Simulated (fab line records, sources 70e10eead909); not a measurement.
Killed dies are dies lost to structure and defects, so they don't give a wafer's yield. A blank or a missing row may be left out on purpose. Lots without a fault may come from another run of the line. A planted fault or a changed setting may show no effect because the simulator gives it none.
Which tool did it? | flow nand_harc | 12 lots, 36 wafers sampled, at 5 steps of a route of 1159

WHAT THE GAUGES READ, wafer by wafer
NHARC_P_ZERO_WELL_INSPECT_43. Usual: raw_defect_count 15, standard deviation 7.6.
lot  | measured    | on                | raw_defect_count | flag
L698 | day 2 01:33 | defect_inspect-01 | 22 14 36         |
L699 | day 2 07:29 | defect_inspect-01 | 15 12 17         |
L701 | day 2 19:41 | defect_inspect-02 | 9 28 11          |
L704 | day 3 13:35 | defect_inspect-01 | 7 21 12          |
L707 | day 4 07:40 | defect_inspect-01 | 8 11 3           |
L710 | day 5 01:46 | defect_inspect-01 | 18 14 12         |
L711 | day 5 07:51 | defect_inspect-02 | 13 13 14         |
L712 | day 5 13:25 | defect_inspect-02 | 11 15 12         |
L714 | day 6 01:41 | defect_inspect-01 | 17 13 22         |
L716 | day 6 13:44 | defect_inspect-01 | 7 4 10           |
L717 | day 6 19:28 | defect_inspect-02 | 12 17 9          |
L718 | day 7 01:40 | defect_inspect-02 | 7 16 25          |

NHARC_END_SORT_01. Usual: killed_at_array 25, standard deviation 10; killed_at_other 0.6, standard deviation 0.91; killed_at_periphery 3.6, standard deviation 2.9; killed_dies 29, standard deviation 10; killed_open 3.3, standard deviation 2; killed_short 1.9, standard deviation 1.5.
lot  | measured     | on        | killed_at_array | killed_at_other | killed_at_periphery | killed_dies | killed_open | killed_short | flag
L712 | day 23 12:23 | prober-02 | 20 32 23        | 2 2 3           | 85 0 1              | 107 34 27   | 4 1 2       | 1 1 3        | OFF
L714 | day 23 20:19 | prober-01 | 36 33 37        | 2 0 2           | 108 3 2             | 146 36 41   | 2 2 2       | 1 3 0        | OFF

WHICH TOOL RAN EACH LOT (tool, then ch and the chambers of the sampled wafers, then the start)
lot  | NHARC_P_GATE_ETCH_104             | NHARC_P_CONTACT_ETCH_36                     | NHARC_P_CONTACT_ETCH_18
L698 | rie_diel-03 ch 0,2,3, day 4 15:55 | rie_diel-02 ch 0,3, no start                | rie_diel-02 ch 0,1,2, no start
L699 | rie_diel-12 ch 2,3, day 5 08:08   | rie_diel-05 ch 0,1,2, no start              | rie_diel-05 ch 0,1,3, no start
L701 | rie_diel-11 ch 0,2,3, day 5 15:05 | rie_diel-02 ch 0,1,3, no start              | rie_diel-02 ch 2,3, no start
L704 | rie_diel-11 ch 0,1,2, day 6 04:33 | rie_diel-08 ch 1,2,3, no start              | rie_diel-08 ch 0,1,3, no start
L707 | rie_diel-03 ch 0,2,3, day 6 21:37 | rie_diel-05 ch 0,2,3, no start              | rie_diel-05 ch 0,2,3, no start
L710 | rie_diel-03 ch 0,1,2, day 7 23:51 | rie_diel-02 ch 0,3, no start                | rie_diel-02 ch 1,2,3, no start
L711 | rie_diel-03 ch 2,3, day 8 00:44   | rie_diel-02 ch 0,3, no start                | rie_diel-02 ch 0,2,3, no start
L712 | rie_diel-03 ch 0,1,2, day 8 14:05 | rie_diel-02 ch 0,2, day 23 12:23 or earlier | rie_diel-02 ch 0,2, day 23 12:23 or earlier
L714 | rie_diel-03 ch 2,3, day 9 00:44   | rie_diel-08 ch 1,3, day 23 20:19 or earlier | rie_diel-08 ch 0,1,2, day 23 20:19 or earlier
L716 | rie_diel-12 ch 0,1, day 9 06:15   | rie_diel-02 ch 1,3, no start                | rie_diel-02 ch 1,2,3, no start
L717 | rie_diel-11 ch 0,1,2, day 9 20:32 | rie_diel-05 ch 0,3, no start                | rie_diel-05 ch 0,1,3, no start
L718 | rie_diel-12 ch 1,2,3, day 9 19:53 | rie_diel-08 ch 1,3, no start                | rie_diel-08 ch 1,2,3, no start
- NHARC_P_GATE_ETCH_104: etches the open film in CF4/CHF3, target depth 60 nm.
- NHARC_P_CONTACT_ETCH_36: etches the open film in N2/H2, target depth 260 nm, time 406.25 s.
- NHARC_P_CONTACT_ETCH_18: etches the open film in C4F8/O2/Ar, target depth 481 nm, time 240.5 s.

WHAT THE TOOLS THEMSELVES READ (means of the sampled wafers that have a number; where no wafer has one, the mark that the record gives instead)
NHARC_P_GATE_ETCH_104. Usual: bias_w 200.0 W, standard deviation 0.64; drypump_motor_current_A 6.0 A, standard deviation 0.39; oes_product_au 0.948 a.u., standard deviation 0.022; rf_vpp_V 370.3 V, standard deviation 2.7; showerhead_plenum_p_Torr 1.57 Torr, standard deviation 0.079; throttle_valve_pct 16.804 %, standard deviation 0.0092.
lot  | tool        | bias_w (W) | drypump_motor_current_A (A) | oes_product_au (a.u.) | rf_vpp_V (V) | showerhead_plenum_p_Torr (Torr) | throttle_valve_pct (%) | flag
L698 | rie_diel-03 | 200.1      | 6.1                         | 0.924                 | 371.2        | 1.59                            | 16.802                 |
L699 | rie_diel-12 | 199.6      | 5.4                         | 0.963                 | 371.3        | 1.60                            | 16.800                 |
L701 | rie_diel-11 | 199.5      | 6.2                         | 0.955                 | 367.7        | 1.49                            | 16.805                 |
L704 | rie_diel-11 | 199.6      | 5.9                         | 0.977                 | 370.2        | 1.55                            | 16.815                 |
L707 | rie_diel-03 | 199.6      | 6.0                         | 0.949                 | 371.8        | 1.59                            | 16.802                 |
L710 | rie_diel-03 | 200.0      | 5.8                         | 0.948                 | 369.9        | 1.57                            | 16.802                 |
L711 | rie_diel-03 | 199.4      | 5.9                         | 0.918                 | 371.2        | 1.62                            | 16.802                 |
L712 | rie_diel-03 | 199.5      | 5.8                         | 0.857                 | 370.3        | 1.57                            | 16.805                 | OFF
L714 | rie_diel-03 | 199.8      | 6.3                         | 0.834                 | 371.4        | 1.58                            | 16.799                 | OFF
L716 | rie_diel-12 | 200.1      | 6.1                         | 0.961                 | 371.1        | 1.58                            | 16.799                 |
L717 | rie_diel-11 | 200.5      | 5.9                         | 0.970                 | 372.5        | 1.63                            | 16.812                 |
L718 | rie_diel-12 | 200.0      | 5.6                         | 0.968                 | 371.8        | 1.61                            | 16.809                 |

NHARC_P_CONTACT_ETCH_36. Usual: bias_w 150.0 W, standard deviation 0.46; drypump_motor_current_A 5.9 A, standard deviation 0.62; n2_flow_sccm 149.9 sccm, standard deviation 0.44; oes_product_au 0.998 a.u., standard deviation 0.011; rf_vpp_V 430.9 V, standard deviation 2.4; showerhead_plenum_p_Torr 2.06 Torr, standard deviation 0.085; throttle_valve_pct 14.172 %, standard deviation 0.0096.
lot  | tool        | bias_w (W) | drypump_motor_current_A (A) | n2_flow_sccm (sccm) | oes_product_au (a.u.) | rf_vpp_V (V) | showerhead_plenum_p_Torr (Torr) | throttle_valve_pct (%) | flag
L698 | rie_diel-02 | 150.3      | 6.1                         | 150.2               | 0.990                 | 430.0        | 2.04                            | 14.181                 |
L699 | rie_diel-05 | 150.3      | 5.5                         | 149.6               | 1.005                 | 429.2        | 2.01                            | 14.178                 |
L701 | rie_diel-02 | 150.5      | 5.6                         | 149.8               | 0.998                 | 431.2        | 2.05                            | 14.168                 |
L704 | rie_diel-08 | 149.6      | 5.9                         | 150.1               | 0.986                 | 430.8        | 2.05                            | 14.180                 |
L707 | rie_diel-05 | 150.1      | 5.8                         | 150.0               | 0.991                 | 427.9        | 1.96                            | 14.170                 |
L710 | rie_diel-02 | 150.3      | 6.1                         | 150.0               | 1.009                 | 431.0        | 2.04                            | 14.176                 |
L711 | rie_diel-02 | 150.2      | 5.5                         | 149.8               | 1.006                 | 429.0        | 1.98                            | 14.169                 |
L712 | rie_diel-02 | 150.1      | 5.8                         | 149.3               | 0.994                 | 430.5        | 2.08                            | 14.174                 |
L714 | rie_diel-08 | 150.1      | 5.5                         | 150.4               | 1.009                 | 430.9        | 2.06                            | 14.171                 |
L716 | rie_diel-02 | 149.6      | 6.1                         | 150.1               | 0.996                 | 432.4        | 2.11                            | 14.176                 |
L717 | rie_diel-05 | 149.4      | 5.4                         | 150.0               | 0.998                 | 429.0        | 1.98                            | 14.173                 |
L718 | rie_diel-08 | 150.0      | 5.5                         | 149.9               | 1.003                 | 430.6        | 2.06                            | 14.174                 |

NHARC_P_CONTACT_ETCH_18. Usual: bias_w 1499 W, standard deviation 4.1; oes_product_au 0.961 a.u., standard deviation 0.017; rf_vpp_V 980 V, standard deviation 5.5.
lot  | tool        | bias_w (W) | oes_product_au (a.u.) | rf_vpp_V (V) | flag
L698 | rie_diel-02 | 1500       | 0.967                 | 981          |
L699 | rie_diel-05 | 1500       | 0.986                 | 975          |
L701 | rie_diel-02 | 1503       | 0.966                 | 984          |
L704 | rie_diel-08 | 1500       | 0.962                 | 982          |
L707 | rie_diel-05 | 1503       | 0.966                 | 973          |
L710 | rie_diel-02 | 1499       | 0.959                 | 984          |
L711 | rie_diel-02 | 1500       | 0.968                 | 980          |
L712 | rie_diel-02 | 1500       | 0.964                 | 981          |
L714 | rie_diel-08 | 1500       | 0.950                 | 978          |
L716 | rie_diel-02 | 1501       | 0.960                 | 983          |
L717 | rie_diel-05 | 1497       | 0.970                 | 974          |
L718 | rie_diel-08 | 1506       | 0.919                 | 979          |

THE ANSWER, worked out from the rows above alone
Rule: a lot is off if the mean of its wafers that have a number lies more than 3 standard deviations from the usual mean. A lot without any number at a reading at which 4 lots or more have one is off too. The other lots that the step has rows for count as sound. The gauges are gone through in route order, then the tools' own readings, and for those a lot's mean is taken as printed above. The first step at which some lot is off is used, and at that step the reading that is off furthest; a lot without a number counts as furthest.
Off: L712, L714, at NHARC_END_SORT_01 (killed_at_periphery). Neither off nor sound, because the step has no rows for them: L698, L699, L701, L704, L707, L710, L711, L716, L717, L718.
A tool fits if, at a process step before that reading, it ran every lot that is off, and no sound lot after the first of them. The gauges at NHARC_END_SORT_01 aren't tried: what is off there is off at NHARC_P_GATE_ETCH_104 too, on other tools, and a gauge's error can't cause that. NHARC_P_CONTACT_ETCH_36 gives no start for some lots, so the hours and the order of its lots are those of NHARC_END_SORT_01. NHARC_P_CONTACT_ETCH_18 gives no start for some lots, so the hours and the order of its lots are those of NHARC_END_SORT_01. One fits: rie_diel-03 at NHARC_P_GATE_ETCH_104. It ran no sound lot before its first lot that is off in this sample, so the start can't be narrowed down.

WHAT THE SIMULATOR HAD PUT IN
Process parameter drift: rie_diel-03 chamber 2, from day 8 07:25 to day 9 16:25, at NHARC_P_GATE_ETCH_104. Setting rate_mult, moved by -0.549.
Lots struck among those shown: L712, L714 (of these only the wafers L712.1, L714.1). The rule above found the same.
